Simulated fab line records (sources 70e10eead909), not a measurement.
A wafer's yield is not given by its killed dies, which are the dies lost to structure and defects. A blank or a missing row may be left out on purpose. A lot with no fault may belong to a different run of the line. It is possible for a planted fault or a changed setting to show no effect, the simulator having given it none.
Which tool is to blame? :: flow nand_harc :: 14 lots, 42 wafers sampled, at 1 step of a route of 1302

## WHAT EACH GAUGE READ, for each wafer
NHARC_P_GATE_OVL_MEAS_27. Usual: overlay_x_nm 0.1 nm, standard deviation 0.99; overlay_y_nm 0.1 nm, standard deviation 0.86.
lot: L808
measured: day 5 22:02
on: overlay-01
overlay_x_nm (nm): -0.8 -0.7 -1.0
overlay_y_nm (nm): 0.2 -0.1 -0.1
flag: 

lot: L809
measured: day 6 07:35
on: overlay-02
overlay_x_nm (nm): 1.2 1.0 1.8
overlay_y_nm (nm): -0.6 -0.1 0.0
flag: 

lot: L812
measured: day 7 11:46
on: overlay-02
overlay_x_nm (nm): -1.1 -0.9 -1.2
overlay_y_nm (nm): 0.3 0.2 0.2
flag: 

lot: L813
measured: day 8 01:43
on: overlay-01
overlay_x_nm (nm): 0.7 0.8 0.5
overlay_y_nm (nm): 0.5 0.1 0.1
flag: 

lot: L819
measured: day 10 23:20
on: overlay-01
overlay_x_nm (nm): -0.8 -0.3 0.1
overlay_y_nm (nm): 0.1 0.2 0.1
flag: 

lot: L821
measured: day 10 23:29
on: overlay-02
overlay_x_nm (nm): 0.3 0.3 0.1
overlay_y_nm (nm): -0.4 -0.2 -0.7
flag: 

lot: L820
measured: day 10 23:38
on: overlay-01
overlay_x_nm (nm): 1.2 1.1 1.9
overlay_y_nm (nm): 0.2 -0.1 0.1
flag: 

lot: L822
measured: day 11 16:37
on: overlay-01
overlay_x_nm (nm): 1.4 1.3 0.9
overlay_y_nm (nm): 0.2 -0.2 -0.1
flag: 

lot: L824
measured: day 12 10:41
on: overlay-02
overlay_x_nm (nm): 1.7 1.3 1.0
overlay_y_nm (nm): 1.0 -0.1 0.2
flag: 

lot: L825
measured: day 12 20:10
on: overlay-01
overlay_x_nm (nm): 0.7 0.3 0.9
overlay_y_nm (nm): -0.4 -0.2 -0.4
flag: 

lot: L826
measured: day 13 10:08
on: overlay-01
overlay_x_nm (nm): 0.7 1.1 1.1
overlay_y_nm (nm): 0.5 1.0 0.7
flag: 

lot: L827
measured: day 13 17:37
on: overlay-01
overlay_x_nm (nm): 0.5 -0.2 -0.1
overlay_y_nm (nm): -1.0 -0.9 -0.5
flag: 

lot: L828
measured: day 14 04:16
on: overlay-02
overlay_x_nm (nm): -0.6 -0.7 -0.5
overlay_y_nm (nm): 0.9 1.3 1.5
flag: 

lot: L829
measured: day 14 15:37
on: overlay-01
overlay_x_nm (nm): -0.5 0.1 -0.4
overlay_y_nm (nm): -0.8 -1.2 -1.3
flag: 

## EACH LOT AND THE TOOL THAT RAN IT (in order: tool; ch and the chambers of the sampled wafers; start)
Before these readings, the record contains no process step.

## WHAT THE TOOLS THEMSELVES READ (means of the sampled wafers that have a number; where no wafer has one, the mark that the record gives instead)
The record holds no such reading with a usual standard deviation.

## THE ANSWER, worked out from the rows above alone
Rule: a lot is off if the mean of its wafers that have a number lies more than 3 standard deviations from the usual mean. A lot without any number at a reading at which 4 lots or more have one is off too. All remaining lots with rows at the step are treated as sound. Order of review: gauges by route order, followed by the tools' own readings, for which a lot's mean as printed above is used. At the first step where some lot is off, the reading lying furthest off is the one used; lots without a number count as furthest.
No lot is off at any reading shown: from this, nothing can be told.

## WHAT THE SIMULATOR HAD INSERTED
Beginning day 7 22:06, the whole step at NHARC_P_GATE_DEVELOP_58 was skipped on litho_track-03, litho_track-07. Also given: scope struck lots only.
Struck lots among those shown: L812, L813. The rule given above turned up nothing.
